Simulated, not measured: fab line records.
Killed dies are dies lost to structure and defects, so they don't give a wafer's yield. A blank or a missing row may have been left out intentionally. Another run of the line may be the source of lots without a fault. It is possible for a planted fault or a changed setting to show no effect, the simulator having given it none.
Matching of chambers | flow n5_finfet | ald_metal-03 running N5_BEOL_M3_ALD_84: 4 sister chambers
The step deposits TaN, pulse time 2 s, purge time 3 s, co reactant purge time 2 s. 18 wafers are shown with their chamber, then 9 later ones without.

## EACH WAFER AND ITS CHAMBER
wafer  | chamber | heater_power_w (W)
L077.1 | 3       | 324
L077.2 | 0       | 404
L077.6 | 1       | 467
L080.2 | 0       | 405
L080.3 | 3       | 326
L080.5 | 2       | 408
L082.1 | 3       | 337
L082.4 | 0       | 411
L082.5 | 1       | 454
L083.1 | 1       | 449
L083.3 | 2       | 389
L083.4 | 3       | 327
L085.1 | 0       | 417
L085.4 | 3       | 328
L085.5 | 3       | 314
L089.2 | 1       | 464
L089.3 | 3       | 327
L089.4 | 0       | 406

SIGNATURES (averages over the wafers above)
reading        | chamber 0 | chamber 1 | chamber 2 | chamber 3 | scatter within a chamber
heater_power_w | 408.60    | 458.50    | 398.50    | 326.14    | 7.49
Rule: a wafer's distance from a chamber is the root of the sum, over the readings, of the square of ((its reading less the chamber's mean) divided by the reading's scatter). The wafer belongs to the nearest chamber; if the next one is less than 2 further off, it can't be placed. The scatter is the square root of a quotient: the sum, over the shown wafers, of each reading's squared deviation from its chamber's mean, divided by wafers minus chambers.

## WAFERS WHOSE CHAMBER IS MISSING
wafer  | heater_power_w (W)
L091.3 | 400
L091.4 | 327
L091.5 | 450
L093.1 | 397
L093.4 | 463
L093.5 | 315
L097.2 | 408
L097.3 | 322
L097.5 | 418

## THE CHAMBER EACH PASSED THROUGH
wafer  | from the rows above     | in truth
L091.3 | can't be placed: 2 or 0 | 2
L091.4 | 3                       | 3
L091.5 | 1                       | 1
L093.1 | can't be placed: 2 or 0 | 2
L093.4 | 1                       | 1
L093.5 | 3                       | 3
L097.2 | can't be placed: 0 or 2 | 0
L097.3 | 3                       | 3
L097.5 | can't be placed: 0 or 2 | 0
Correct placement for 5 of the 9. Can't be placed from these rows: 4 (the true chamber is among the candidates in 4). Placed wrongly: 0.
